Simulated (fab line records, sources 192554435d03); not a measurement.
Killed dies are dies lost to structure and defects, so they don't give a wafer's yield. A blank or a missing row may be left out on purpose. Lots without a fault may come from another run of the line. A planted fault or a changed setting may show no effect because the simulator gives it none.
Which tool did it? | flow n5_finfet | 23 lots, 69 wafers sampled, at 6 steps of a route of 1938

WHAT THE GAUGES READ, wafer by wafer
The record holds no reading of a measuring or inspecting step that can be judged against a usual standard deviation.

WHICH TOOL RAN EACH LOT (tool, then ch and the chambers of the sampled wafers, then the start)
lot  | N5_BEOL_M0_CUTY_ETCH_63            | N5_BEOL_M0_STRIP_104               | N5_BEOL_M0_SPUTTER_116       | N5_BEOL_M0_ANNEAL_135        | N5_BEOL_M1_ILD_DEP_00           | N5_BEOL_M1_STRIP_97
L074 | rie_diel-06 ch 1,3, day 5 20:08    | rie_diel-06 ch 0,2, day 5 22:19    | pvd_sputter-02, day 6 00:16  | pvd_sputter-02, day 6 00:35  | pecvd-01 ch 0,1,2, day 6 01:59  | rie_diel-01 ch 0,3, no start
L075 | rie_diel-02 ch 0,1, day 6 01:43    | rie_diel-02 ch 2,3, day 6 02:26    | pvd_sputter-03, day 6 04:38  | pvd_sputter-03, day 6 04:57  | pecvd-04 ch 0,1,2, day 6 06:10  | rie_diel-04 ch 0,1, no start
L076 | rie_diel-05 ch 1,3, day 6 10:37    | rie_diel-06 ch 0,2,3, day 6 11:22  | pvd_sputter-03, day 6 14:18  | pvd_sputter-03, day 6 14:37  | pecvd-03 ch 0,1,2, day 6 15:59  | rie_diel-03 ch 0,2, no start
L077 | rie_diel-06 ch 1,2, day 6 14:41    | rie_diel-05 ch 0,1, day 6 15:42    | pvd_sputter-01, day 6 17:32  | pvd_sputter-01, day 6 17:52  | pecvd-03 ch 0,2, day 6 19:11    | rie_diel-01 ch 0,2,3, no start
L079 | rie_diel-05 ch 0,1,2, day 7 03:18  | rie_diel-05 ch 1,2,3, day 7 03:44  | pvd_sputter-03, day 7 06:19  | pvd_sputter-03, day 7 06:38  | pecvd-03 ch 0,1, day 7 07:47    | rie_diel-03 ch 2,3, no start
L078 | rie_diel-06 ch 0,1,3, day 7 03:59  | rie_diel-02 ch 0,1,2, day 7 06:41  | pvd_sputter-01, day 7 09:08  | pvd_sputter-01, day 7 09:28  | pecvd-04 ch 2, day 7 10:37      | rie_diel-01 ch 2,3, no start
L080 | rie_diel-02 ch 0,1,3, day 7 07:55  | rie_diel-02 ch 0,2, day 7 10:21    | pvd_sputter-02, day 7 13:24  | pvd_sputter-02, day 7 13:43  | pecvd-01 ch 1,2, day 7 14:56    | rie_diel-01 ch 1,3, no start
L081 | rie_diel-05 ch 1,3, day 7 10:31    | rie_diel-06 ch 0,1,2, day 7 13:26  | pvd_sputter-02, day 7 14:59  | pvd_sputter-02, day 7 15:18  | pecvd-01 ch 0,2, day 7 16:32    | rie_diel-01 ch 1,3, no start
L082 | rie_diel-02 ch 0,1,3, day 8 03:16  | rie_diel-05 ch 2,3, day 8 04:12    | pvd_sputter-02, day 8 07:05  | pvd_sputter-02, day 8 07:25  | pecvd-03 ch 1,2, day 8 09:20    | rie_diel-01 ch 1,3, no start
L083 | rie_diel-02 ch 0,1,3, day 8 08:26  | rie_diel-02 ch 2,3, day 8 09:02    | pvd_sputter-02, day 8 14:40  | pvd_sputter-02, day 8 14:59  | pecvd-03 ch 0,1,2, day 8 16:20  | rie_diel-01 ch 0,1,3, no start
L085 | rie_diel-05 ch 0,2,3, day 8 23:54  | rie_diel-06 ch 0,2,3, day 9 01:31  | pvd_sputter-03, day 9 03:36  | pvd_sputter-03, day 9 03:55  | pecvd-04 ch 1,2, day 9 05:36    | rie_diel-01 ch 2,3, no start
L086 | rie_diel-06 ch 0,1,3, day 9 02:57  | rie_diel-05 ch 0,1,3, day 9 05:28  | pvd_sputter-03, day 9 08:13  | pvd_sputter-03, day 9 08:32  | pecvd-04 ch 0,1,2, day 9 09:46  | rie_diel-03 ch 1,2,3, no start
L087 | rie_diel-05 ch 1,2,3, day 9 05:38  | rie_diel-06 ch 1,3, day 9 10:46    | pvd_sputter-03, day 9 12:56  | pvd_sputter-03, day 9 13:16  | pecvd-04 ch 0,1, day 9 14:26    | rie_diel-01 ch 2,3, no start
L088 | rie_diel-05 ch 1,2, day 9 09:49    | rie_diel-05 ch 0,1,3, day 9 10:46  | pvd_sputter-01, day 9 12:17  | pvd_sputter-01, day 9 12:36  | pecvd-01 ch 1,2, day 9 13:45    | rie_diel-03 ch 1,2,3, no start
L089 | rie_diel-02 ch 0,2, day 9 14:35    | rie_diel-02 ch 0,3, day 9 17:46    | pvd_sputter-03, day 9 20:35  | pvd_sputter-03, day 9 20:54  | pecvd-04 ch 0,1, day 9 22:36    | rie_diel-04 ch 0,2,3, no start
L090 | rie_diel-02 ch 0,1,3, day 9 16:36  | rie_diel-02 ch 0,1, day 9 17:42    | pvd_sputter-03, day 9 19:56  | pvd_sputter-03, day 9 20:16  | pecvd-03 ch 0,1,2, day 9 21:42  | rie_diel-04 ch 0,1,2, no start
L091 | rie_diel-06 ch 1,2,3, day 10 01:05 | rie_diel-05 ch 0,3, day 10 03:52   | pvd_sputter-01, day 10 05:26 | pvd_sputter-01, day 10 05:46 | pecvd-03 ch 0,2, day 10 06:55   | rie_diel-04 ch 0,1,2, no start
L092 | rie_diel-02 ch 1,2, day 10 05:53   | rie_diel-05 ch 0,2, day 10 06:46   | pvd_sputter-03, day 10 08:32 | pvd_sputter-03, day 10 08:52 | pecvd-04 ch 0,1, day 10 10:17   | rie_diel-01 ch 1,2,3, no start
L093 | rie_diel-06 ch 0,1,2, day 10 17:51 | rie_diel-05 ch 0,1,2, day 10 21:14 | pvd_sputter-01, day 10 23:19 | pvd_sputter-01, day 10 23:38 | pecvd-03 ch 0,1,2, day 11 00:47 | rie_diel-01 ch 0,1,3, no start
L094 | rie_diel-02 ch 0,2, day 10 19:10   | rie_diel-05 ch 0,1,3, day 10 21:46 | pvd_sputter-01, day 10 23:56 | pvd_sputter-01, day 11 00:15 | pecvd-03 ch 0,1,2, day 11 01:33 | rie_diel-03 ch 0,1,3, no start
L095 | rie_diel-02 ch 0,1,3, day 11 07:29 | rie_diel-02 ch 0,1,3, day 11 11:53 | pvd_sputter-01, day 11 13:39 | pvd_sputter-01, day 11 13:58 | pecvd-01 ch 1,2, day 11 15:29   | rie_diel-01 ch 0,1,3, no start
L096 | rie_diel-06 ch 2,3, day 11 08:24   | rie_diel-05 ch 0,3, day 11 17:22   | pvd_sputter-02, day 11 19:22 | pvd_sputter-02, day 11 19:41 | pecvd-03 ch 0,1, day 11 20:51   | rie_diel-03 ch 0,2, no start
L097 | rie_diel-05 ch 0,2,3, day 11 17:39 | rie_diel-06 ch 1,2, day 11 20:39   | pvd_sputter-01, day 11 22:23 | pvd_sputter-01, day 11 22:42 | pecvd-03 ch 0,1, day 11 23:51   | rie_diel-03 ch 0,1,2, no start
- N5_BEOL_M0_CUTY_ETCH_63: etches SOC in N2/H2, target depth 82.7 nm, overetch 16.5 nm, time 124 s.
- N5_BEOL_M0_STRIP_104: strips in N2/H2.
- N5_BEOL_M0_SPUTTER_116: material Cu, target thk 4 nm, time 7.37 s.
- N5_BEOL_M0_ANNEAL_135: time 60 s.
- N5_BEOL_M1_ILD_DEP_00: deposits SiOC from DEMS/O2, target thk 79 nm, time 15.3 s.
- N5_BEOL_M1_STRIP_97: strips in N2/H2, time 10 s.

WHAT THE TOOLS THEMSELVES READ (means of the sampled wafers that have a number; where no wafer has one, the mark that the record gives instead)
N5_BEOL_M0_CUTY_ETCH_63.
lot  | tool        | drypump_motor_current_A (A) | n2_flow_sccm (sccm) | oes_product_au (a.u.) | rf_vpp_V (V) | showerhead_plenum_p_Torr (Torr) | throttle_valve_pct (%)
L074 | rie_diel-06 | 5.8                         | 199.7               | 0.63                  | 523.2        | 2.51                            | 18.21
L075 | rie_diel-02 | 6.5                         | 199.8               | 0.66                  | 526.6        | 2.64                            | 17.55
L076 | rie_diel-05 | 5.1                         | 199.7               | 0.66                  | 524.3        | 2.61                            | 18.01
L077 | rie_diel-06 | 5.6                         | 200.2               | 0.57                  | 520.2        | 2.42                            | 18.38
L079 | rie_diel-05 | 5.6                         | 199.8               | 0.74                  | 525.4        | 2.60                            | 17.69
L078 | rie_diel-06 | 5.8                         | 199.7               | 0.62                  | 523.7        | 2.55                            | 18.15
L080 | rie_diel-02 | 6.2                         | 199.3               | 0.62                  | 525.9        | 2.58                            | 17.67
L081 | rie_diel-05 | 5.1                         | 200.7               | 0.65                  | 525.2        | 2.61                            | 18.03
L082 | rie_diel-02 | 6.3                         | 199.8               | 0.62                  | 525.1        | 2.58                            | 17.68
L083 | rie_diel-02 | 6.2                         | 199.8               | 0.62                  | 524.6        | 2.57                            | 17.69
L085 | rie_diel-05 | 5.4                         | 200.0               | 0.68                  | 526.0        | 2.61                            | 17.67
L086 | rie_diel-06 | 5.9                         | 199.9               | 0.69                  | 527.0        | 2.64                            | 18.03
L087 | rie_diel-05 | 5.2                         | 199.9               | 0.66                  | 526.0        | 2.64                            | 17.88
L088 | rie_diel-05 | 5.4                         | 200.0               | 0.71                  | 527.2        | 2.67                            | 17.76
L089 | rie_diel-02 | 6.1                         | 200.2               | 0.60                  | 526.2        | 2.60                            | 17.76
L090 | rie_diel-02 | 6.3                         | 199.6               | 0.61                  | 524.2        | 2.57                            | 17.71
L091 | rie_diel-06 | 5.6                         | 200.0               | 0.68                  | 525.8        | 2.61                            | 18.01
L092 | rie_diel-02 | 6.4                         | 200.4               | 0.64                  | 527.1        | 2.66                            | 17.68
L093 | rie_diel-06 | 5.6                         | 199.9               | 0.63                  | 523.9        | 2.55                            | 18.22
L094 | rie_diel-02 | 6.2                         | 200.1               | 0.60                  | 523.7        | 2.55                            | 17.69
L095 | rie_diel-02 | 6.2                         | 200.0               | 0.68                  | 524.5        | 2.56                            | 17.58
L096 | rie_diel-06 | 5.5                         | 200.3               | 0.65                  | 525.4        | 2.60                            | 17.89
L097 | rie_diel-05 | 5.4                         | 200.2               | 0.65                  | 525.6        | 2.60                            | 17.71

N5_BEOL_M0_STRIP_104.
lot  | tool        | drypump_motor_current_A (A) | n2_flow_sccm (sccm) | oes_product_au (a.u.) | power_w (W) | rf_vpp_V (V) | showerhead_plenum_p_Torr (Torr) | throttle_valve_pct (%)
L074 | rie_diel-06 | 5.3                         | 199.8               | 0.72                  | 449.9       | 57.8         | 2.46                            | 24.0
L075 | rie_diel-02 | 5.9                         | 200.3               | 0.72                  | 449.6       | 59.4         | 2.60                            | 23.6
L076 | rie_diel-06 | 5.6                         | 199.5               | 0.78                  | 449.5       | 61.0         | 2.55                            | 23.9
L077 | rie_diel-05 | 5.4                         | 200.1               | 0.88                  | 449.6       | 59.1         | 2.55                            | 23.8
L079 | rie_diel-05 | 5.2                         | 199.4               | 0.83                  | 449.4       | 58.6         | 2.65                            | 23.7
L078 | rie_diel-02 | 6.3                         | 200.4               | 0.76                  | 449.2       | 58.5         | 2.61                            | 23.5
L080 | rie_diel-02 | 6.1                         | 200.3               | 0.74                  | 450.5       | 59.2         | 2.60                            | 23.5
L081 | rie_diel-06 | 5.6                         | 200.8               | 0.69                  | 449.2       | 58.5         | 2.44                            | 24.2
L082 | rie_diel-05 | 5.3                         | 199.7               | 0.85                  | 450.2       | 59.4         | 2.69                            | 23.4
L083 | rie_diel-02 | 5.8                         | 200.3               | 0.69                  | 449.9       | 60.3         | 2.55                            | 23.7
L085 | rie_diel-06 | 5.6                         | 199.5               | 0.77                  | 450.7       | 60.5         | 2.54                            | 23.9
L086 | rie_diel-05 | 5.3                         | 200.3               | 0.80                  | 449.9       | 58.1         | 2.56                            | 23.7
L087 | rie_diel-06 | 5.8                         | 200.7               | 0.94                  | 451.7       | 58.0         | 2.71                            | 24.0
L088 | rie_diel-05 | 5.3                         | 199.9               | 0.80                  | 450.2       | 60.2         | 2.56                            | 23.7
L089 | rie_diel-02 | 6.2                         | 199.9               | 0.71                  | 449.3       | 59.2         | 2.51                            | 23.4
L090 | rie_diel-02 | 6.5                         | 200.2               | 0.75                  | 450.1       | 60.5         | 2.57                            | 23.3
L091 | rie_diel-05 | 5.5                         | 199.7               | 0.82                  | 450.5       | 60.2         | 2.52                            | 23.5
L092 | rie_diel-05 | 5.8                         | 199.5               | 0.89                  | 449.5       | 58.5         | 2.55                            | 23.4
L093 | rie_diel-05 | 5.5                         | 199.3               | 0.85                  | 449.6       | 61.5         | 2.58                            | 23.6
L094 | rie_diel-05 | 5.3                         | 200.1               | 0.78                  | 448.5       | 60.4         | 2.56                            | 23.7
L095 | rie_diel-02 | 6.2                         | 200.4               | 0.82                  | 449.7       | 58.8         | 2.56                            | 23.3
L096 | rie_diel-05 | 5.2                         | 199.7               | 0.73                  | 451.2       | 59.2         | 2.57                            | 23.6
L097 | rie_diel-06 | 5.6                         | 200.0               | 0.83                  | 448.5       | 59.5         | 2.60                            | 24.2

N5_BEOL_M0_SPUTTER_116.
lot  | tool           | throttle_valve_pct (%)
L074 | pvd_sputter-02 | 28.8
L075 | pvd_sputter-03 | 30.3
L076 | pvd_sputter-03 | 30.4
L077 | pvd_sputter-01 | 31.1
L079 | pvd_sputter-03 | 30.6
L078 | pvd_sputter-01 | 29.6
L080 | pvd_sputter-02 | 28.9
L081 | pvd_sputter-02 | 29.3
L082 | pvd_sputter-02 | 28.9
L083 | pvd_sputter-02 | 29.2
L085 | pvd_sputter-03 | 30.0
L086 | pvd_sputter-03 | 30.4
L087 | pvd_sputter-03 | 30.3
L088 | pvd_sputter-01 | 30.3
L089 | pvd_sputter-03 | 30.2
L090 | pvd_sputter-03 | 30.5
L091 | pvd_sputter-01 | 29.9
L092 | pvd_sputter-03 | 30.4
L093 | pvd_sputter-01 | 29.3
L094 | pvd_sputter-01 | 30.7
L095 | pvd_sputter-01 | 30.7
L096 | pvd_sputter-02 | 29.2
L097 | pvd_sputter-01 | 30.3

N5_BEOL_M0_ANNEAL_135.
lot  | tool           | heater_power_w (W)
L074 | pvd_sputter-02 | 864
L075 | pvd_sputter-03 | 760
L076 | pvd_sputter-03 | 773
L077 | pvd_sputter-01 | 799
L079 | pvd_sputter-03 | 817
L078 | pvd_sputter-01 | 729
L080 | pvd_sputter-02 | 857
L081 | pvd_sputter-02 | 759
L082 | pvd_sputter-02 | 898
L083 | pvd_sputter-02 | 852
L085 | pvd_sputter-03 | 728
L086 | pvd_sputter-03 | 779
L087 | pvd_sputter-03 | 770
L088 | pvd_sputter-01 | 753
L089 | pvd_sputter-03 | 746
L090 | pvd_sputter-03 | 799
L091 | pvd_sputter-01 | 789
L092 | pvd_sputter-03 | 788
L093 | pvd_sputter-01 | 756
L094 | pvd_sputter-01 | 818
L095 | pvd_sputter-01 | 824
L096 | pvd_sputter-02 | 791
L097 | pvd_sputter-01 | 784

N5_BEOL_M1_ILD_DEP_00.
lot  | tool     | heater_power_w (W) | showerhead_plenum_p_Torr (Torr) | throttle_valve_pct (%)
L074 | pecvd-01 | 439                | 5.703                           | 12.1
L075 | pecvd-04 | 615                | 5.701                           | 11.5
L076 | pecvd-03 | 470                | 5.683                           | 12.5
L077 | pecvd-03 | 466                | 5.699                           | 12.6
L079 | pecvd-03 | 364                | 5.695                           | 13.0
L078 | pecvd-04 | 593                | 5.701                           | 11.9
L080 | pecvd-01 | 426                | 5.700                           | 11.1
L081 | pecvd-01 | 479                | 5.692                           | 12.1
L082 | pecvd-03 | 518                | 5.700                           | 12.4
L083 | pecvd-03 | 463                | 5.703                           | 12.8
L085 | pecvd-04 | 639                | 5.692                           | 11.6
L086 | pecvd-04 | 571                | 5.700                           | 11.4
L087 | pecvd-04 | 630                | 5.694                           | 11.2
L088 | pecvd-01 | 419                | 5.701                           | 11.8
L089 | pecvd-04 | 628                | 5.703                           | 11.2
L090 | pecvd-03 | 456                | 5.693                           | 12.7
L091 | pecvd-03 | 440                | 5.698                           | 12.6
L092 | pecvd-04 | 607                | 5.684                           | 11.4
L093 | pecvd-03 | 451                | 5.703                           | 12.7
L094 | pecvd-03 | 447                | 5.693                           | 12.7
L095 | pecvd-01 | 427                | 5.697                           | 11.8
L096 | pecvd-03 | 418                | 5.698                           | 13.3
L097 | pecvd-03 | 398                | 5.696                           | 12.9

N5_BEOL_M1_STRIP_97.
lot  | tool        | drypump_motor_current_A (A) | n2_flow_sccm (sccm) | oes_product_au (a.u.) | rf_vpp_V (V) | showerhead_plenum_p_Torr (Torr) | throttle_valve_pct (%)
L074 | rie_diel-01 | 6.0                         | 199.6               | 0.94                  | 59.1         | 2.63                            | 23.28
L075 | rie_diel-04 | 5.4                         | 199.5               | 0.72                  | 59.5         | 2.61                            | 23.75
L076 | rie_diel-03 | 5.3                         | 199.4               | 0.74                  | 57.8         | 2.46                            | 23.57
L077 | rie_diel-01 | 6.2                         | 200.8               | 0.81                  | 58.9         | 2.55                            | 23.56
L079 | rie_diel-03 | 6.1                         | 200.0               | 0.89                  | 59.9         | 2.64                            | 23.51
L078 | rie_diel-01 | 6.5                         | 199.6               | 0.71                  | 59.1         | 2.48                            | 23.84
L080 | rie_diel-01 | 5.2                         | 200.0               | 0.93                  | 59.4         | 2.56                            | 23.54
L081 | rie_diel-01 | 5.2                         | 200.0               | 0.91                  | 58.9         | 2.56                            | 23.54
L082 | rie_diel-01 | 5.7                         | 200.3               | 0.84                  | 59.2         | 2.50                            | 23.48
L083 | rie_diel-01 | 5.6                         | 199.8               | 0.88                  | 58.8         | 2.58                            | 23.43
L085 | rie_diel-01 | 6.4                         | 200.3               | 0.84                  | 58.9         | 2.46                            | 23.53
L086 | rie_diel-03 | 6.0                         | 200.1               | 0.79                  | 59.7         | 2.62                            | 23.63
L087 | rie_diel-01 | 6.5                         | 200.2               | 0.89                  | 59.3         | 2.48                            | 23.64
L088 | rie_diel-03 | 6.0                         | 199.8               | 0.78                  | 59.4         | 2.62                            | 23.63
L089 | rie_diel-04 | 6.1                         | 201.0               | 0.70                  | 58.7         | 2.51                            | 23.67
L090 | rie_diel-04 | 5.7                         | 199.7               | 0.80                  | 59.3         | 2.57                            | 23.74
L091 | rie_diel-04 | 5.6                         | 199.9               | 0.79                  | 59.0         | 2.57                            | 23.74
L092 | rie_diel-01 | 5.8                         | 200.3               | 0.88                  | 59.2         | 2.51                            | 23.61
L093 | rie_diel-01 | 5.6                         | 199.5               | 0.86                  | 59.2         | 2.58                            | 23.46
L094 | rie_diel-03 | 5.9                         | 200.2               | 0.77                  | 60.2         | 2.58                            | 23.42
L095 | rie_diel-01 | 5.6                         | 199.4               | 0.85                  | 59.8         | 2.58                            | 23.45
L096 | rie_diel-03 | 5.2                         | 199.5               | 0.71                  | 58.2         | 2.45                            | 23.63
L097 | rie_diel-03 | 5.6                         | 199.7               | 0.71                  | 59.2         | 2.52                            | 23.70

THE ANSWER, worked out from the rows above alone
Rule: what is usual is taken from the lots themselves. Put in order of their means at a reading, lots are off if they are a third of the lots or fewer, leave a main group of 4 or more, and stand apart from it by a gap of 3 or more times the standard deviation of the main group's means; of several such gaps the widest counts. A main group whose means are all the same, to the digits that the tables above print for the reading, isn't used. A lot without any number at a reading at which 4 lots or more have one is off too. The other lots that the step has rows for count as sound. The gauges are gone through in route order, then the tools' own readings, and for those a lot's mean is taken as printed above. The first step at which some lot is off is used, and at that step the reading that is off furthest; a lot without a number counts as furthest.
No lot is off at any reading shown: from this, nothing can be told.

WHAT THE SIMULATOR HAD PUT IN
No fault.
